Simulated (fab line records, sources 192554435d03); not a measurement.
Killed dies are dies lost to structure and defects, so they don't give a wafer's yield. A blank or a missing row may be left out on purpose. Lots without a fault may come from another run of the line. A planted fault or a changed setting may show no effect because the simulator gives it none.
Chamber matching | flow n5_finfet | N5_BEOL_M6_CURE_75 on uv_cure-02: 3 sister chambers
The step cures SiCOH lowk, time 120 s. 3 wafers are shown with their chamber, then 9 later ones without.

WAFERS WITH THEIR CHAMBER
wafer  | chamber | wafer_temp_C_max
L082.5 | 2       | 372.8
L083.5 | 1       | 372.6
L090.6 | 0       | 370.9

WAFERS WITHOUT THEIR CHAMBER
wafer  | wafer_temp_C_max
L092.1 | 371.5
L092.2 | 372.1
L092.6 | 372.1
L094.1 | 372.2
L094.2 | 373.2
L094.3 | 373.0
L097.1 | 373.4
L097.2 | 371.6
L097.5 | 373.3

WHICH CHAMBER EACH WENT THROUGH
wafer  | from the rows above          | in truth
L092.1 | can't be placed: 0 or 1 or 2 | 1
L092.2 | can't be placed: 1 or 2 or 0 | 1
L092.6 | can't be placed: 1 or 2 or 0 | 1
L094.1 | can't be placed: 1 or 2 or 0 | 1
L094.2 | can't be placed: 2 or 1      | 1
L094.3 | can't be placed: 2 or 1      | 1
L097.1 | can't be placed: 2 or 1      | 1
L097.2 | can't be placed: 0 or 1 or 2 | 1
L097.5 | can't be placed: 2 or 1      | 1
Placed correctly: 0 of 9. Can't be placed from these rows: 9 (the true chamber is among the candidates in 9). Placed wrongly: 0.
How it was worked out, from the rows above alone: a wafer's distance from a chamber is the root of the sum, over the readings, of the square of ((its reading less the chamber's mean) divided by the reading's scatter). The wafer belongs to the nearest chamber; if the next one is less than 2 further off, it can't be placed. A chamber's mean is the mean of its shown wafers. The scatter: with one shown wafer a chamber, the root of the mean of the squares of how far each hidden wafer lies from its nearest shown one.
